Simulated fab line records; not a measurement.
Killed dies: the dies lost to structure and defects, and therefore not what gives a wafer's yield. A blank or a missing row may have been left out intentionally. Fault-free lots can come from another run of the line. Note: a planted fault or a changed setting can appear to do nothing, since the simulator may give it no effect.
fab line records	flow nandHarc	part 1 of 2: steps 1 to 4 of 6
[record] lots = 20	wafers = 60	lastDay = 34
route steps=1302 shown A_STAIRCASE@767
lots that met no fault: from a run of the same line without faults
startH: start of the lot's first displayed wafer, in hours after the record's first day	waitH: hours since the lot's step before	" as in the row above	L1.1+2: a single row standing in for several wafers	- either no value or no given start	* or withheld: withheld	< > ~ a bound
route shown NAME@n: a module of which the file shows steps, and the number in the route of the first	usual: mean/standard deviation taken from wafers without a fault	same: alike in all rows	chamber/n: place in a boat	sites: each site's reading	_std_site: standard deviation across them	_edge_site: the outer-site mean with the inner-site mean subtracted	radiusMm: how far each site lies from the wafer's centre	mask NAME#n: copy n	behind: the last tool/chamber to shape the wafer	hold: what put the lot on hold/how long, in hours/how the hold closed	device: which transistor (n, p or np) failed to switch	end of line: the tests these same wafers got at the end of their route	a step without rows: its recipe alone	killed: the dies lost at the first sort to structure and to defects; this is not the yield of the wafer	map: a wafer's dies, x killed, . not, _ none there
set.NAME: the run value of the setting; set.NAME@STEP: its run value at that earlier step	model.NAME: the simulator's own value behind a step, which no gauge read
steps of the route over a sample of lots; a table a step, a row a wafer
services: the hour from which a tool's chamber was out of use, counted from the record's first day as startH (under 0 if before that day), plus the number of hours and why
[[steps]]
[step NHARC_A_STAIRCASE_ETCH_253]
[recipe] targetDepthA = 500	timeS = 20.2	ionEnergyEv = 400	c4f8FlowSccm = 20	o2FlowSccm = 10	arFlowSccm = withheld	rfW = 600	biasW = 1000	chemistry = C4F8/O2
[usual] oesProductAu = 0.956/0.017	rfFwdPowerW = 588/3.5	rfVppV = 896/5.5
lot.wafer	tool	chamber	startH	waitH	oesProductAu	rfFwdPowerW	rfHoursCounterH	rfVppV
L075.3	rieDiel-04	3	383.58	0.1	0.961	582	7	888
L075.2	"	1	"	"	0.980	591	6	896
L075.6	"	3	"	"	0.963	583	-	890
L076.1	rieDiel-10	2	384.86	0.2	0.948	594	49	891
L076.6	"	0	"	"	0.949	585	-	897
L076.5	"	2	"	"	0.947	592	-	890
L078.3	rieDiel-04	3	394.80	0.1	0.925	583	15	889
L078.5	"	1	"	"	0.921	589	-	896
L078.6	"	2	"	"	0.927	593	-	889
L077.4	rieDiel-04	2	403.61	0.1	0.954	596	15	890
L077.3	"	3	"	"	0.955	585	17	887
L077.5	"	1	"	"	0.973	588	-	894
L079.1	rieDiel-03	1	404.27	0.1	0.954	594	40	906
L079.6	"	0	"	"	0.953	586	-	905
L079.5	"	1	"	"	0.952	589	-	906
L081.3	rieDiel-03	1	425.22	0.1	0.966	589	46	905
L081.2	"	2	"	"	0.962	586	41	900
L081.4	"	3	"	"	0.986	591	52	900
L080.1	rieDiel-03	2	432.62	0.1	0.963	589	43	898
L080.4	"	3	"	"	0.952	589	54	900
L080.5	"	2	"	"	0.960	588	-	900
L084.1	rieDiel-03	0	453.87	0.1	0.960	588	62	905
L084.2	"	2	"	"	0.981	588	48	898
L084.6	"	0	"	"	0.953	592	-	906
L082.2	rieDiel-04	0	455.00	0.1	0.976	581	33	892
L082.3	"	1	"	"	0.966	588	32	895
L082.5	"	0	"	"	0.973	585	-	894
L083.4	rieDiel-03	2	470.27	0.1	0.944	586	0	899
L083.1	"	0	"	"	0.954	590	0	905
L083.2	"	1	"	"	0.957	594	0	905
L086.1	rieDiel-04	0	474.77	0.1	0.967	583	46	892
L086.4	"	1	"	"	0.969	591	-	895
L086.5	"	0	"	"	0.968	581	-	893
L085.2	rieDiel-03	1	479.21	1.1	0.939	592	3	904
L085.5	"	1	"	"	0.945	590	-	905
L085.4	"	2	"	"	0.953	586	-	899
L087.2	rieDiel-10	2	488.49	0.1	0.956	592	23	889
L087.1	"	3	"	"	0.986	587	24	898
L087.3	"	1	"	"	0.951	589	23	904
L091.1	rieDiel-10	3	519.85	0.1	0.954	586	31	898
L091.2	"	2	"	"	0.970	590	30	891
L091.6	"	3	"	"	0.955	586	-	898
L088.3	rieDiel-10	2	521.79	0.1	0.954	593	31	890
L088.2	"	0	"	"	0.970	586	16	896
L088.5	"	2	"	"	0.961	594	-	889
L092.2	rieDiel-03	0	553.34	0.1	0.946	590	27	904
L092.6	"	3	"	"	0.961	590	-	899
L092.5	"	0	"	"	0.949	591	-	903
L093.1	rieDiel-10	1	563.78	0.1	0.973	589	44	903
L093.4	"	2	"	"	0.965	593	48	890
L093.5	"	1	"	"	0.971	590	-	905
L094.1	rieDiel-10	3	564.17	0.1	0.972	589	50	896
L094.3	"	0	"	"	0.956	583	30	896
L094.4	"	2	"	"	0.972	592	48	889
L096.4	rieDiel-04	2	593.32	0.1	0.925	591	16	889
L096.5	"	3	"	"	0.922	584	-	888
L096.6	"	0	"	"	0.932	584	-	891
L097.4	rieDiel-04	3	613.59	0.1	0.975	588	18	889
L097.1	"	0	"	"	0.970	581	23	892
L097.2	"	1	"	"	0.965	588	22	895
[step NHARC_A_STAIRCASE_DESCUM_270]
[recipe] timeS = 3	o2FlowSccm = 200	arFlowSccm = 0	biasPowerW = 0	chemistry = O2
[usual] drypumpMotorCurrentA = 5.9/0.49	oesProductAu = 1.003/0.0075	rfVppV = 57.8/0.86	showerheadPlenumPTorr = 1.92/0.088	throttleValvePct = 11.311/0.0095
[same] biasPowerW = 0
lot.wafer	tool	chamber	startH	waitH	drypumpMotorCurrentA	oesProductAu	rfHoursCounterH	rfVppV	showerheadPlenumPTorr	throttleValvePct
L075.2	rieDiel-04	3	387.39	-	5.7	0.998	11	58.3	1.80	11.326
L075.3	"	1	"	"	6.4	0.996	8	58.6	1.91	11.314
L075.6	"	3	"	"	5.7	0.996	-	56.8	1.80	11.313
L076.1	rieDiel-04	3	390.56	-	5.7	0.993	12	58.1	1.80	11.296
L076.5	"	2	"	"	6.0	1.000	-	56.3	1.81	11.301
L076.6	"	3	"	"	5.7	0.998	-	57.6	1.80	11.298
L078.3	rieDiel-03	2	401.50	-	6.9	1.011	34	58.5	1.96	11.327
L078.5	"	1	"	"	5.2	0.999	-	57.4	2.06	11.309
L078.6	"	2	"	"	6.9	1.008	-	58.0	1.96	11.309
L077.3	rieDiel-10	3	407.69	-	5.3	1.005	52	58.6	1.93	11.305
L077.4	"	1	"	"	5.8	1.005	50	59.1	2.04	11.306
L077.5	"	2	"	"	6.3	1.013	-	58.0	1.83	11.323
L079.1	rieDiel-04	2	409.17	-	6.0	1.009	16	56.8	1.81	11.300
L079.5	"	1	"	"	6.4	0.991	-	58.1	1.91	11.313
L079.6	"	2	"	"	6.0	1.002	-	57.8	1.81	11.313
L081.4	rieDiel-04	0	429.02	-	5.4	0.995	25	56.1	1.87	11.297
L081.3	"	2	"	"	6.0	1.001	24	57.3	1.81	11.301
L081.2	"	3	"	"	5.7	1.007	27	57.2	1.80	11.310
L080.1	rieDiel-10	3	441.39	-	5.4	0.997	2	57.5	1.93	11.314
L080.5	"	2	"	"	6.3	1.010	-	56.5	1.83	11.319
L080.4	"	3	"	"	5.4	1.010	-	57.9	1.93	11.305
L084.2	rieDiel-03	1	458.37	-	5.2	1.000	56	59.0	2.06	11.310
L084.1	"	0	"	"	6.1	0.983	63	57.3	2.06	11.298
L084.6	"	2	"	"	6.9	0.996	-	58.2	1.96	11.318
L082.3	rieDiel-10	2	459.43	-	6.3	1.008	9	57.3	1.83	11.313
L082.2	"	1	"	"	5.8	0.985	9	58.9	2.03	11.305
L082.5	"	3	"	"	5.3	1.007	-	56.9	1.93	11.332
L083.1	rieDiel-10	2	474.03	-	6.3	1.000	18	56.2	1.83	11.298
L083.2	"	0	"	"	5.8	1.013	3	56.3	1.92	11.307
L083.4	"	1	"	"	5.8	0.999	18	58.5	2.03	11.323
L086.1	rieDiel-03	3	479.96	-	6.1	1.014	3	58.8	1.97	11.319
L086.4	"	3	"	"	6.1	1.014	-	58.0	1.97	11.322
L086.5	"	1	"	"	5.2	1.007	-	58.0	2.06	11.325
L085.4	rieDiel-10	3	486.75	-	5.3	1.012	22	58.9	1.92	11.331
L085.2	"	2	"	"	6.4	1.009	22	58.5	1.83	11.310
L085.5	"	0	"	"	5.9	1.006	-	57.9	1.91	11.306
L087.3	rieDiel-04	2	493.11	-	6.0	1.004	33	56.7	1.81	11.315
L087.1	"	3	"	"	5.7	0.996	51	57.3	1.79	11.304
L087.2	"	0	"	"	5.4	0.999	51	57.5	1.86	11.305
L091.2	rieDiel-10	2	525.19	-	6.3	1.002	31	58.4	1.82	11.304
L091.1	"	0	"	"	5.9	1.004	17	57.9	1.91	11.323
L091.6	"	1	"	"	5.8	1.003	-	57.8	2.02	11.312
L088.3	rieDiel-03	1	528.69	-	5.2	0.989	22	58.1	2.05	11.301
L088.2	"	2	"	"	6.9	0.994	15	57.8	1.95	11.313
L088.5	"	2	"	"	6.9	1.004	-	58.3	1.95	11.312
L092.2	rieDiel-10	1	558.37	-	5.8	1.009	42	58.9	2.02	11.299
L092.6	"	3	"	"	5.4	0.996	-	59.4	1.91	11.320
L092.5	"	0	"	"	5.9	1.011	-	58.2	1.91	11.309
L093.4	rieDiel-03	0	570.40	-	6.1	0.982	31	57.8	2.04	11.302
L093.1	"	1	"	"	5.2	0.994	34	57.8	2.05	11.317
L093.5	"	2	"	"	6.8	0.998	-	57.2	1.94	11.322
L094.1	rieDiel-10	1	570.44	-	5.8	1.001	44	58.6	2.02	11.318
L094.4	"	2	"	"	6.3	1.008	49	55.8	1.82	11.325
L094.3	"	3	"	"	5.3	1.022	50	58.9	1.91	11.287
L096.4	rieDiel-03	2	597.08	-	6.8	1.000	35	58.2	1.94	11.309
L096.6	"	1	"	"	5.1	0.993	-	57.8	2.04	11.311
L096.5	"	2	"	"	6.8	1.008	-	58.7	1.94	11.315
L097.2	rieDiel-04	3	618.76	-	5.7	1.007	18	58.0	1.78	11.318
L097.1	"	0	"	"	5.4	1.014	24	59.6	1.85	11.317
L097.4	"	2	"	"	6.0	1.001	21	56.7	1.80	11.298
[step NHARC_A_STAIRCASE_ETCH_271]
[recipe] cf4FlowSccm = 100	chf3FlowSccm = 30	arFlowSccm = 0	rfW = 500	biasW = 200	chemistry = CF4/CHF3
[usual] drypumpMotorCurrentA = 5.9/0.44	oesProductAu = 0.952/0.023	rfFwdPowerW = 496.9/1.7	rfVppV = 370.9/2.3	showerheadPlenumPTorr = 1.58/0.067	throttleValvePct = 16.803/0.0093
lot.wafer	tool	chamber	startH	waitH	drypumpMotorCurrentA	oesProductAu	rfFwdPowerW	rfHoursCounterH	rfVppV	showerheadPlenumPTorr	throttleValvePct
L075.3	rieDiel-04	0	387.47	0.1	5.4	0.977	495.7	9	369.6	1.54	16.810
L075.2	"	3	"	"	5.7	0.953	496.6	11	366.8	1.49	16.809
L075.6	"	0	"	"	5.4	0.976	493.4	-	369.3	1.54	16.808
L076.1	rieDiel-04	2	390.65	0.1	6.0	0.940	496.9	10	367.2	1.50	16.801
L076.6	"	0	"	"	5.4	0.974	494.0	-	369.5	1.54	16.825
L076.5	"	1	"	"	6.3	0.949	497.3	-	370.4	1.57	16.801
L078.3	rieDiel-03	3	401.57	0.1	6.0	0.974	496.5	43	372.1	1.62	16.804
L078.5	"	3	"	"	6.0	0.979	495.5	-	371.6	1.62	16.812
L078.6	"	0	"	"	6.1	0.965	500.1	-	373.4	1.69	16.810
L077.4	rieDiel-10	2	407.77	0.1	6.3	0.973	495.7	55	370.7	1.51	16.796
L077.3	"	1	"	"	5.8	0.978	497.7	50	374.1	1.67	16.802
L077.5	"	2	"	"	6.3	0.969	496.4	-	368.7	1.51	16.801
L079.1	rieDiel-04	2	409.27	0.1	6.0	0.967	500.6	16	369.6	1.50	16.815
L079.5	"	3	"	"	5.7	0.981	496.3	-	368.3	1.48	16.813
L079.6	"	0	"	"	5.4	0.978	495.4	-	370.5	1.54	16.786
L081.3	rieDiel-04	3	429.43	0.4	5.7	0.945	493.7	27	368.2	1.48	16.831
L081.2	"	1	"	"	6.3	0.943	498.4	22	369.1	1.57	16.793
L081.4	"	2	"	"	6.0	0.966	498.1	24	369.0	1.49	16.780
L080.1	rieDiel-10	2	441.49	0.1	6.3	0.964	498.7	2	369.3	1.51	16.789
L080.4	"	1	"	"	5.8	0.963	499.3	-	373.7	1.67	16.795
L080.5	"	2	"	"	6.3	0.955	501.0	-	369.1	1.51	16.798
L084.2	rieDiel-03	0	458.46	0.1	6.1	0.968	498.2	63	374.5	1.68	16.794
L084.1	"	2	"	"	6.8	0.967	497.1	50	372.1	1.61	16.808
L084.6	"	3	"	"	6.0	0.981	495.9	-	372.9	1.62	16.796
L082.2	rieDiel-10	3	459.67	0.2	5.4	0.926	498.7	9	369.7	1.58	16.801
L082.3	"	1	"	"	5.9	0.930	499.3	9	375.2	1.66	16.803
L082.5	"	2	"	"	6.3	0.943	500.7	-	368.1	1.51	16.799
L083.2	rieDiel-10	0	474.11	0.1	5.9	0.981	494.5	3	369.8	1.58	16.809
L083.1	"	1	"	"	5.8	0.973	496.8	18	374.0	1.66	16.799
L083.4	"	2	"	"	6.3	0.954	497.2	18	368.1	1.51	16.817
L086.1	rieDiel-03	1	480.05	0.1	5.2	0.957	496.5	3	374.6	1.68	16.812
L086.5	"	2	"	"	6.8	0.965	497.7	-	371.7	1.60	16.819
L086.4	"	3	"	"	6.0	0.976	496.7	-	372.0	1.62	16.783
L085.2	rieDiel-10	2	486.85	0.1	6.3	0.933	498.0	22	369.7	1.50	16.811
L085.4	"	3	"	"	5.3	0.917	494.4	22	371.2	1.58	16.799
L085.5	"	0	"	"	5.9	0.928	495.2	-	370.2	1.57	16.805
L087.2	rieDiel-04	3	493.21	0.1	5.7	0.928	494.9	51	366.4	1.48	16.807
L087.3	"	0	"	"	5.4	0.917	495.6	51	368.9	1.53	16.792
L087.1	"	1	"	"	6.4	0.933	498.2	50	369.8	1.56	16.802
L091.1	rieDiel-10	2	525.29	0.1	6.3	0.965	499.3	31	368.5	1.50	16.796
L091.2	"	3	"	"	5.4	0.979	497.3	31	370.2	1.58	16.813
L091.6	"	0	"	"	5.9	0.981	495.5	-	371.2	1.57	16.799
L088.2	rieDiel-03	1	528.79	0.1	5.2	0.923	498.0	22	374.5	1.68	16.800
L088.3	"	2	"	"	6.8	0.926	497.3	15	370.7	1.60	16.789
L088.5	"	3	"	"	6.0	0.937	497.9	-	371.4	1.61	16.817
L092.2	rieDiel-10	2	558.47	0.1	6.3	0.924	497.0	47	368.5	1.50	16.804
L092.5	"	3	"	"	5.3	0.926	496.3	-	370.7	1.57	16.809
L092.6	"	0	"	"	5.9	0.932	495.6	-	370.6	1.57	16.786
L093.4	rieDiel-03	1	570.48	0.1	5.2	0.920	496.3	34	373.3	1.68	16.799
L093.1	"	3	"	"	6.1	0.930	498.4	35	372.1	1.61	16.818
L093.5	"	0	"	"	6.1	0.921	498.9	-	375.5	1.67	16.826
L094.3	rieDiel-10	2	570.52	0.1	6.3	0.980	497.0	49	367.9	1.50	16.802
L094.1	"	3	"	"	5.4	0.975	496.2	50	369.9	1.57	16.817
L094.4	"	0	"	"	5.9	0.967	495.4	30	370.6	1.57	16.808
L096.4	rieDiel-03	3	597.15	0.1	6.0	0.928	497.8	42	372.7	1.61	16.807
L096.6	"	3	"	"	6.0	0.927	495.3	-	370.7	1.61	16.794
L096.5	"	0	"	"	6.1	0.914	498.7	-	373.0	1.67	16.803
L097.1	rieDiel-04	0	618.85	0.1	5.4	0.935	497.1	24	369.3	1.52	16.804
L097.2	"	1	"	"	6.4	0.928	498.3	23	368.5	1.55	16.822
L097.4	"	3	"	"	5.7	0.917	494.9	19	367.2	1.47	16.802
[step NHARC_A_STAIRCASE_DESCUM_291]
[recipe] timeS = 3	o2FlowSccm = 200	arFlowSccm = 0	biasPowerW = 0	chemistry = O2
[usual] drypumpMotorCurrentA = 5.9/0.45	oesProductAu = 1.002/0.0079	rfVppV = 57.9/0.91	showerheadPlenumPTorr = 1.92/0.086	throttleValvePct = 11.311/0.0086
[same] biasPowerW = 0
lot.wafer	tool	chamber	startH	waitH	drypumpMotorCurrentA	oesProductAu	rfHoursCounterH	rfVppV	showerheadPlenumPTorr	throttleValvePct
L075.2	rieDiel-10	3	393.19	-	5.3	1.008	48	57.5	1.93	11.301
L075.3	"	1	"	"	5.8	1.007	46	57.6	2.04	11.325
L075.6	"	0	"	"	5.9	1.015	-	57.6	1.92	11.297
L076.1	rieDiel-10	0	400.42	-	5.9	0.998	45	58.0	1.92	11.311
L076.6	"	1	"	"	5.8	0.999	-	58.3	2.04	11.305
L076.5	"	2	"	"	6.3	1.011	-	57.0	1.84	11.306
L078.3	rieDiel-04	0	407.35	-	5.4	0.997	15	58.3	1.87	11.311
L078.6	"	2	"	"	6.0	1.016	-	57.1	1.81	11.312
L078.5	"	3	"	"	5.7	0.992	-	57.6	1.80	11.317
L077.3	rieDiel-10	2	413.98	-	6.3	1.009	58	58.0	1.83	11.301
L077.4	"	2	"	"	6.3	1.004	-	58.2	1.83	11.307
L077.5	"	3	"	"	5.3	1.009	-	56.8	1.93	11.300
L079.1	rieDiel-04	2	414.92	-	6.0	1.005	18	55.6	1.81	11.310
L079.5	"	3	"	"	5.7	1.001	-	57.7	1.80	11.309
L079.6	"	0	"	"	5.4	1.002	-	57.7	1.87	11.303
L081.3	rieDiel-04	2	435.80	-	5.9	1.003	26	58.0	1.81	11.308
L081.4	"	3	"	"	5.7	1.004	29	57.5	1.79	11.312
L081.2	"	1	"	"	6.3	0.998	23	59.2	1.90	11.303
L080.1	rieDiel-04	0	449.28	-	5.4	1.000	32	57.0	1.86	11.295
L080.4	"	0	"	"	5.4	0.998	-	58.0	1.86	11.304
L080.5	"	3	"	"	5.7	0.997	-	58.3	1.79	11.329
L084.1	rieDiel-04	1	466.88	-	6.4	1.013	41	59.0	1.90	11.305
L084.2	"	3	"	"	5.7	0.997	44	56.7	1.79	11.311
L084.6	"	0	"	"	5.4	1.005	-	58.2	1.86	11.309
L082.3	rieDiel-04	3	467.67	-	5.7	1.000	45	57.5	1.79	11.298
L082.2	"	1	"	"	6.4	1.002	41	56.6	1.90	11.310
L082.5	"	1	"	"	6.4	1.007	-	56.3	1.90	11.313
L083.1	rieDiel-03	2	484.82	-	6.9	1.006	4	58.1	1.95	11.299
L083.2	"	3	"	"	6.0	1.003	4	56.7	1.97	11.319
L083.4	"	1	"	"	5.2	0.998	-	58.0	2.06	11.296
L086.4	rieDiel-03	1	487.32	-	5.2	0.996	5	58.3	2.06	11.306
L086.1	"	3	"	"	6.1	1.005	5	57.9	1.97	11.310
L086.5	"	2	"	"	6.8	1.000	-	57.6	1.95	11.304
L085.2	rieDiel-03	3	494.82	-	6.0	0.994	7	57.2	1.97	11.310
L085.4	"	3	"	"	6.0	1.001	-	59.3	1.97	11.329
L085.5	"	1	"	"	5.2	1.004	-	58.0	2.05	11.318
L087.2	rieDiel-04	1	499.06	-	6.4	1.009	51	57.9	1.89	11.321
L087.3	"	2	"	"	6.0	0.999	35	57.7	1.81	11.313
L087.1	"	0	"	"	5.4	1.004	52	59.2	1.86	11.313
L091.1	rieDiel-10	1	531.39	-	5.8	0.995	33	59.4	2.02	11.293
L091.2	"	2	"	"	6.4	1.005	33	57.7	1.82	11.323
L091.6	"	2	"	"	6.4	1.007	-	57.5	1.82	11.298
L088.2	rieDiel-03	1	536.48	-	5.2	1.002	26	58.7	2.05	11.297
L088.3	"	2	"	"	6.8	0.996	20	57.8	1.95	11.305
L088.5	"	0	"	"	6.1	0.987	-	57.7	2.05	11.301
L092.2	rieDiel-03	1	564.56	-	5.2	0.987	34	59.8	2.05	11.319
L092.5	"	0	"	"	6.1	0.990	-	57.4	2.04	11.327
L092.6	"	1	"	"	5.2	0.997	-	57.6	2.05	11.305
L093.4	rieDiel-04	0	577.15	-	5.4	0.999	9	57.4	1.85	11.317
L093.1	"	2	"	"	6.0	1.017	10	57.7	1.80	11.318
L093.5	"	0	"	"	5.4	1.009	-	57.6	1.85	11.299
L094.4	rieDiel-03	1	577.48	-	5.2	0.981	37	59.9	2.04	11.313
L094.3	"	2	"	"	6.8	0.997	29	58.4	1.95	11.303
L094.1	"	0	"	"	6.1	0.997	33	59.3	2.04	11.325
L096.4	rieDiel-10	2	607.50	-	6.3	1.005	0	56.7	1.81	11.307
L096.5	"	3	"	"	5.4	1.000	-	56.6	1.91	11.314
L096.6	"	0	"	"	5.9	1.004	-	57.6	1.90	11.305
L097.1	rieDiel-03	3	626.28	-	6.0	1.003	54	59.3	1.95	11.310
L097.2	"	0	"	"	6.1	0.985	51	57.7	2.04	11.316
L097.4	"	1	"	"	5.2	0.993	55	55.6	2.04	11.294
